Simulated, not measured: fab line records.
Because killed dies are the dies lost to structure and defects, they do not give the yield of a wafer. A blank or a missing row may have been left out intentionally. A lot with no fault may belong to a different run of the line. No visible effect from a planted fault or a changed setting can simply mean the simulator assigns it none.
Chamber matching | flow nand harc | NHARC_A_SLIT_ETCH_24 on rie diel-05: 4 sister chambers
The step etches the open film in CF4/CHF3, target depth 121 nm, time 60.5 s. 16 wafers are shown with their chamber, then 8 later ones without.

WAFERS, EACH WITH ITS CHAMBER
wafer  | chamber | drypump motor current A (A) | rf vpp V (V) | oes product au (a.u.)
L075.4 | 3       | 6.1                         | 369.9        | 0.967
L075.5 | 3       | 6.1                         | 371.6        | 0.980
L075.6 | 2       | 6.6                         | 371.8        | 0.966
L083.3 | 3       | 6.1                         | 371.3        | 0.973
L083.4 | 2       | 6.5                         | 372.5        | 0.953
L083.5 | 3       | 6.1                         | 371.7        | 0.960
L086.1 | 1       | 5.1                         | 366.8        | 0.965
L086.2 | 0       | 4.9                         | 370.0        | 0.953
L086.4 | 0       | 4.9                         | 368.0        | 0.957
L087.2 | 1       | 5.1                         | 367.6        | 0.951
L087.3 | 0       | 4.9                         | 367.8        | 0.947
L087.6 | 1       | 5.1                         | 366.5        | 0.960
L089.2 | 2       | 6.6                         | 373.6        | 0.958
L089.4 | 0       | 4.9                         | 367.7        | 0.959
L089.5 | 2       | 6.6                         | 372.1        | 0.950
L092.1 | 1       | 5.1                         | 366.2        | 0.951

SIGNATURES (means of the wafers above)
reading                 | chamber 0 | chamber 1 | chamber 2 | chamber 3 | scatter within a chamber
drypump motor current A | 4.900     | 5.100     | 6.575     | 6.100     | 0.025
rf vpp V                | 368.375   | 366.775   | 372.500   | 371.125   | 0.847
oes product au          | 0.95400   | 0.95675   | 0.95675   | 0.97000   | 0.00703
Rule: a wafer's distance from a chamber is the root of the sum, over the readings, of the square of ((its reading less the chamber's mean) divided by the reading's scatter). The wafer belongs to the nearest chamber; if the next one is less than 2 further off, it can't be placed. How the scatter is found: for the shown wafers, subtract from each reading the mean of its chamber, square and add these, divide the total by (wafers less chambers), then take the root.

WAFERS WITHOUT THEIR CHAMBER
wafer  | drypump motor current A (A) | rf vpp V (V) | oes product au (a.u.)
L092.4 | 6.1                         | 370.3        | 0.970
L092.6 | 6.1                         | 369.5        | 0.964
L093.2 | 5.1                         | 367.0        | 0.914
L093.3 | 6.1                         | 371.0        | 0.923
L093.6 | 4.9                         | 367.4        | 0.919
L097.1 | 4.9                         | 368.0        | 0.963
L097.4 | 5.1                         | 366.8        | 0.965
L097.6 | 6.6                         | 371.9        | 0.970

WHICH CHAMBER EACH ONE RAN IN
wafer  | from the rows above | in truth
L092.4 | 3                   | 3
L092.6 | 3                   | 3
L093.2 | 1                   | 1
L093.3 | 3                   | 3
L093.6 | 0                   | 0
L097.1 | 0                   | 0
L097.4 | 1                   | 1
L097.6 | 2                   | 2
Correct placement for 8 of the 8. Not placeable from these rows: 0. Number placed wrongly: 0.
